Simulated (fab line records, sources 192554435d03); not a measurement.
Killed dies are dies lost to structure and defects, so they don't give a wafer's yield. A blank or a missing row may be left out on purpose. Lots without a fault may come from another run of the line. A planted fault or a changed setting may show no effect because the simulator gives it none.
fab line records | flow n5_finfet
record lots=6 wafers=17 last_day=17
route steps=1938 shown BEOL_M5@1182 BEOL_M6@1194
lots that met no fault: from a run of the same line without faults
start_h: hours from the record's first day to the start of the lot's first wafer shown | wait_h: hours since the lot's step before | " the same as in the row above | L1.1+2: a row that stands for several wafers | - no value, or no start given | * or withheld: withheld | < > ~ a bound
route shown NAME@n: a module of which the file shows steps, and the number in the route of the first | usual: mean/standard deviation of fault-free wafers | same: alike in all rows | chamber/n: place in a boat | sites: the reading at each site | _std_site: their standard deviation | _edge_site: outer sites' mean less inner sites' | radius_mm: how far each site lies from the wafer's centre | mask NAME#n: copy n | behind: the tool/chamber that last shaped the wafer | hold: why the lot was held/for how many hours/how that ended | device: the transistor (n, p or np) that didn't switch | end of line: the same wafers' tests at the end of the route | a step without rows: its recipe alone | killed: dies lost to structure and defects at the first sort, not the wafer's yield | map: a wafer's dies, x killed, . not, _ none there
set.NAME: the setting as run; set.NAME@STEP: as run at that earlier step | model.NAME: the simulator's own value behind a step, which no gauge read
lots at some steps of the route; a table a step, a row a wafer
services: from which hour (start_h, from the record's first day; less than 0 if before it) a tool's chamber was out of use, for how many hours, and why
## steps
# step N5_BEOL_M5_ANNEAL_89
# recipe temp_c=400 time_s=1800 ambient=vacuum
# step N5_BEOL_M5_SPUTTER_90
# recipe material=Cu target_thk_a=45 temp_c=-20 chamber_pressure_pa=0.07 power_w=withheld time_s=8.29
# step N5_BEOL_M5_ECD_50
# recipe material=Cu target_thk_a=3000
# step N5_BEOL_M5_ANNEAL_51
# recipe temp_c=225 time_s=90 ambient=N2
# usual anneal_temp_c=225.02/0.15 wafer_temp_C_max=225.87/0.26
# columns lot.wafer tool chamber start_h wait_h anneal_temp_c wafer_temp_C_max
L263.2 rtp_anneal-02 0 187.93 0.1 225.07 225.55
L263.5 " 0 " " 225.13 225.59
L266.2 rtp_anneal-02 0 214.60 0.1 225.14 225.57
L266.3 " 0 " " 225.03 225.71
L266.4 " 0 " " 225.36 225.88
L267.3 rtp_anneal-02 0 218.89 0.1 225.04 225.48
L267.4 " 0 " " 225.07 225.42
L267.5 " 0 " " 225.01 225.73
L281.1 rtp_anneal-01 0 309.56 0.1 224.97 226.28
L281.4 " 0 " " 224.97 226.23
L281.6 " 0 " " 225.21 226.31
L283.1 rtp_anneal-01 0 318.25 0.1 224.99 225.92
L283.2 " 0 " " 224.89 226.04
L283.4 " 0 " " 225.05 226.40
L284.2 rtp_anneal-02 0 322.94 0.1 225.09 225.73
L284.5 " 0 " " 225.32 225.89
L284.6 " 0 " " 225.11 226.07
# step N5_BEOL_M5_CMP_52
# recipe stop_on=SiCOH_lowk t_overpolish_s=6.9 down_force_psi=1 platen_rpm=50 clearing_platen_down_force_psi=1.5 clearing_platen_rpm=50 post_cmp_clean=cu_alkaline target_thk_nm=62 clearing_platen_pad_velocity_m_s=0.99484 pad_velocity_m_s=0.99484
# usual barrier_field_endpoint_s=24.7/0.6 motor_current_A=6.5/0.87 overpolish_run_s=6.899/0.0091 slurry_filter_dp_kPa=13.49/0.14 time_to_endpoint_s=62.2/2.7
# columns lot.wafer tool chamber start_h wait_h barrier_field_endpoint_s motor_current_A overpolish_run_s slurry_filter_dp_kPa time_to_endpoint_s
L263.2 cmp-02 1 188.18 0.2 24.5 6.9 6.890 13.57 61.1
L263.5 " 1 " " 24.6 6.9 6.898 13.28 57.8
L266.2 cmp-02 2 214.85 0.2 24.3 6.6 6.903 13.60 61.2
L266.3 " 0 " " 24.4 5.5 6.898 13.91 64.8
L266.4 " 1 " " 24.5 6.9 6.906 13.38 59.8
L267.3 cmp-01 0 219.10 0.2 24.3 7.4 6.893 13.54 61.4
L267.4 " 3 " " 24.1 6.6 6.876 13.32 60.0
L267.5 " 1 " " 24.3 7.5 6.905 13.37 61.1
L281.1 cmp-03 2 310.34 0.7 25.0 5.8 6.912 13.60 63.7
L281.4 " 1 " " 24.7 8.3 6.902 13.40 60.4
L281.6 " 2 " " 25.3 5.6 6.905 13.40 65.7
L283.2 cmp-01 1 318.55 0.2 24.0 7.2 6.916 13.14 59.1
L283.1 " 2 " " 24.1 6.5 6.904 13.40 58.1
L283.4 " 3 " " 23.5 6.5 6.901 13.44 58.6
L284.2 cmp-03 1 323.31 0.3 24.9 8.2 6.902 13.40 61.0
L284.5 " 2 " " 25.5 5.3 6.898 13.71 63.9
L284.6 " 3 " " 26.2 5.5 6.908 13.77 66.8
# step N5_BEOL_M5_THK_MEAS_53
# recipe thk_meas_gauge=xrf reads=Cu_of_BEOL_M5_ECD_50
# usual M5_THK=64.8/1.8
# columns lot.wafer tool chamber start_h wait_h M5_THK[nm]
L263.2 film_metro-02 - 188.47 - 63.3
L263.5 " - " " 62.7
L266.2 film_metro-02 - 215.15 - 64.2
L266.3 " - " " 64.3
L266.4 " - " " 64.1
L267.3 film_metro-01 - 219.39 - 65.3
L267.4 " - " " 66.9
L267.5 " - " " 63.6
L281.1 film_metro-01 - 310.64 - 67.4
L281.4 " - " " 65.5
L281.6 " - " " 65.2
L283.1 film_metro-02 - 318.84 - 62.0
L283.2 " - " " 63.9
L283.4 " - " " 65.9
L284.2 film_metro-02 - 323.49 - 64.4
L284.5 " - " " 67.8
L284.6 " - " " 66.3
# step N5_BEOL_M5_PRE_CLEAN_77
# recipe gas=NH3/H2 time_s=15 temp_c=* rf_power_w=300
# usual heater_power_w=82/20 rf_fwd_power_W=296.6/1.2
# columns lot.wafer tool chamber start_h wait_h heater_power_w rf_fwd_power_W
L263.2 cvd_co-01 1 188.58 0.1 55 295.4
L263.5 " 1 " " 54 296.7
L266.2 cvd_co-02 0 215.19 0.0 104 296.8
L266.3 " 2 " " 100 294.0
L266.4 " 2 " " 101 296.5
L267.3 cvd_co-01 2 219.45 0.1 58 296.6
L267.4 " 1 " " 56 296.0
L267.5 " 1 " " 55 296.5
L281.1 cvd_co-01 2 310.83 0.2 58 297.6
L281.4 " 1 " " 56 295.7
L281.6 " 0 " " 95 295.1
L283.1 cvd_co-02 2 318.88 0.0 100 295.3
L283.2 " 1 " " 79 298.4
L283.4 " 2 " " 99 294.6
L284.2 cvd_co-02 1 323.53 0.0 80 296.5
L284.5 " 0 " " 107 298.0
L284.6 " 2 " " 98 295.4
# step N5_BEOL_M5_CO_CAP_78
# recipe material=Co target_thk_a=20 temp_c=200 precursor=CCTBA/H2 pressure_torr=30 time_s=102.1
# usual heater_power_w=232/25
# columns lot.wafer tool chamber start_h wait_h heater_power_w
L263.2 cvd_co-01 1 188.62 0.0 197
L263.5 " 1 " " 196
L266.2 cvd_co-02 0 215.23 0.0 264
L266.3 " 2 " " 254
L266.4 " 2 " " 257
L267.3 cvd_co-01 2 219.52 0.1 208
L267.4 " 1 " " 201
L267.5 " 1 " " 203
L281.1 cvd_co-01 2 310.87 0.0 202
L281.4 " 1 " " 200
L281.6 " 0 " " 247
L283.1 cvd_co-02 2 318.92 0.0 256
L283.2 " 1 " " 232
L283.4 " 2 " " 258
L284.2 cvd_co-02 1 323.57 0.0 225
L284.5 " 0 " " 261
L284.6 " 2 " " 252
# step N5_BEOL_M5_PRE_CLEAN_55
# recipe gas=NH3 time_s=15 temp_c=withheld rf_power_w=300
# step N5_BEOL_M5_DEP_56
# recipe material=SiCN target_thk_a=80 temp_c=withheld precursor=3MS/NH3 pressure_torr=3 rf_w=202 time_s=14
# step N5_BEOL_M5_RS_MEAS_57
# recipe thk_meas_gauge=four-point-probe reads=Co_of_BEOL_M5_CO_CAP_78+Cu_of_BEOL_M5_ECD_50+Co_of_BEOL_M5_CVD_47+TaN_of_BEOL_M5_ALD_86
# usual M5_RS=0.383/0.013
# columns lot.wafer tool chamber start_h wait_h M5_RS[ohm/sq]
L263.2 film_metro-02 - 188.80 0.1 0.396
L263.5 " - " " 0.398
L266.2 film_metro-01 - 215.41 0.1 0.388
L266.3 " - " " 0.388
L266.4 " - " " 0.388
L267.3 film_metro-02 - 219.74 0.1 0.382
L267.4 " - " " 0.371
L267.5 " - " " 0.391
L281.1 film_metro-02 - 311.06 0.0 0.366
L281.4 " - " " 0.381
L281.6 " - " " 0.382
L283.1 film_metro-01 - 319.10 0.0 0.402
L283.2 " - " " 0.387
L283.4 " - " " 0.374
L284.2 film_metro-02 - 323.75 0.1 0.386
L284.5 " - " " 0.362
L284.6 " - " " 0.371
# step N5_BEOL_M5_INSPECT_58
# recipe inspect_instrument=darkfield mode=post_dep
# usual raw_defect_count=70/25
# columns lot.wafer tool chamber start_h wait_h raw_defect_count
L263.2 defect_inspect-02 - 188.83 0.0 58
L263.5 " - " " 52
L266.2 defect_inspect-01 - 215.44 0.0 88
L266.3 " - " " 92
L266.4 " - " " 93
L267.3 defect_inspect-02 - 219.76 0.0 59
L267.4 " - " " 83
L267.5 " - " " 95
L281.1 defect_inspect-01 - 311.08 0.0 65
L281.4 " - " " 85
L281.6 " - " " 100
L283.1 defect_inspect-02 - 319.13 0.0 80
L283.2 " - " " 130
L283.4 " - " " 51
L284.2 defect_inspect-02 - 323.78 0.0 131
L284.5 " - " " 61
L284.6 " - " " 84
# step N5_BEOL_M6_ILD_DEP_00
# recipe material=SiCOH_lowk target_thk_a=1797.5 temp_c=300 precursor=DEMS/porogen pressure_torr=5 rf_w=500 time_s=33.4
# usual heater_power_w=285/40 rf_fwd_power_W=494.2/2.3 showerhead_plenum_p_Torr=5.739/0.015 susceptor_temp_C=300.00/0.17 throttle_valve_pct=14.0/0.57
# columns lot.wafer tool chamber start_h wait_h heater_power_w rf_fwd_power_W showerhead_plenum_p_Torr susceptor_temp_C throttle_valve_pct
L263.2 pecvd-02 2 188.86 0.0 310 496.9 5.765 299.96 13.7
L263.5 " 0 " " 260 494.2 5.716 299.96 14.4
L266.2 pecvd-02 0 215.47 0.0 243 494.2 5.709 299.71 14.8
L266.3 " 1 " " 260 496.2 5.720 299.94 14.4
L266.4 " 2 " " 303 494.7 5.748 298.57 13.7
L267.3 pecvd-02 0 219.80 0.0 273 496.1 5.720 300.53 14.7
L267.4 " 0 " " 277 495.5 5.712 300.23 14.7
L267.5 " 2 " " 317 495.2 5.762 298.74 13.7
L281.1 pecvd-04 0 311.12 0.0 301 497.6 5.727 300.18 13.6
L281.4 " 1 " " 221 495.9 5.739 300.13 14.0
L281.6 " 2 " " 254 493.6 5.752 299.98 12.8
L283.1 pecvd-03 0 319.17 0.0 333 491.5 5.742 300.05 14.5
L283.2 " 2 " " 247 491.2 5.748 300.28 13.2
L283.4 " 1 " " 316 490.0 5.745 300.01 14.1
L284.2 pecvd-03 0 323.81 0.0 297 492.4 5.743 300.03 14.5
L284.5 " 1 " " 384 491.9 5.735 300.12 14.2
L284.6 " 2 " " 266 494.9 5.760 299.88 13.2
# step N5_BEOL_M6_CURE_74
# recipe temp_c=385 time_s=240 ambient=He/Ar material=SiCOH_lowk
# usual lamp_power_pct=52.31/0.056 wafer_temp_C_max=386.6/0.59
# columns lot.wafer tool chamber start_h wait_h lamp_power_pct wafer_temp_C_max
L263.2 uv_cure-02 0 189.01 0.1 52.33 386.2
L263.5 " 0 " " 52.37 385.8
L266.2 uv_cure-02 0 215.62 0.1 52.40 385.7
L266.3 " 0 " " 52.27 386.0
L266.4 " 0 " " 52.25 386.1
L267.3 uv_cure-02 2 220.02 0.2 52.38 387.0
L267.4 " 2 " " 52.34 386.3
L267.5 " 2 " " 52.30 387.0
L281.1 uv_cure-03 1 311.18 0.0 52.35 386.7
L281.4 " 1 " " 52.29 386.7
L281.6 " 1 " " 52.24 385.8
L283.1 uv_cure-01 2 319.23 0.0 52.31 386.3
L283.2 " 2 " " 52.36 386.6
L283.4 " 2 " " 52.33 386.9
L284.2 uv_cure-02 0 323.96 0.1 52.33 386.3
L284.5 " 0 " " 52.28 386.5
L284.6 " 0 " " 52.32 386.1
## services
# columns tool chamber start_h hours kind
uv_cure-02 - 176.66 2.5 repair
cmp-02 - 182.60 0.2 repair
pecvd-04 - 186.89 6.0 pm
cmp-03 - 189.04 0.4 repair
pecvd-03 - 194.16 6.6 repair
cmp-03 - 195.48 1.7 repair
pecvd-04 1 198.86 14.1 repair
cmp-02 - 200.56 2.4 repair
cmp-01 - 204.15 0.5 repair
cmp-02 - 215.42 4.0 pm
uv_cure-03 - 216.83 1.0 pm
uv_cure-02 - 232.01 1.0 pm
cmp-03 - 235.56 1.1 repair
rtp_anneal-02 - 236.21 4.7 pm
uv_cure-02 - 238.47 9.2 pm
cmp-03 - 243.89 5.3 pm
cmp-02 - 244.01 1.5 repair
pecvd-03 - 257.52 0.3 repair
cmp-01 - 257.60 4.0 pm
uv_cure-02 - 281.48 2.8 pm
cmp-02 - 287.69 1.8 repair
cmp-01 - 294.79 0.3 repair
cvd_co-02 - 304.18 6.9 pm
cmp-02 - 305.39 3.3 repair
## key
first_sign step=N5_BEOL_M6_ILD_DEP_00 reading=susceptor_temp_C direction=down sigmas=8 usual=* struck=*
effect none on later readings
met_at N5_BEOL_M6_ILD_DEP_00
struck_wafers L266.4,L267.5
onset_between 188.86 215.47
fault kind=process_parameter_drift tool=pecvd-02 chamber=2 onset_h=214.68 steps=N5_BEOL_M6_ILD_DEP_00 channel=temp_c offset=* shape=step end_h=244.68 acts_in=* stated=*
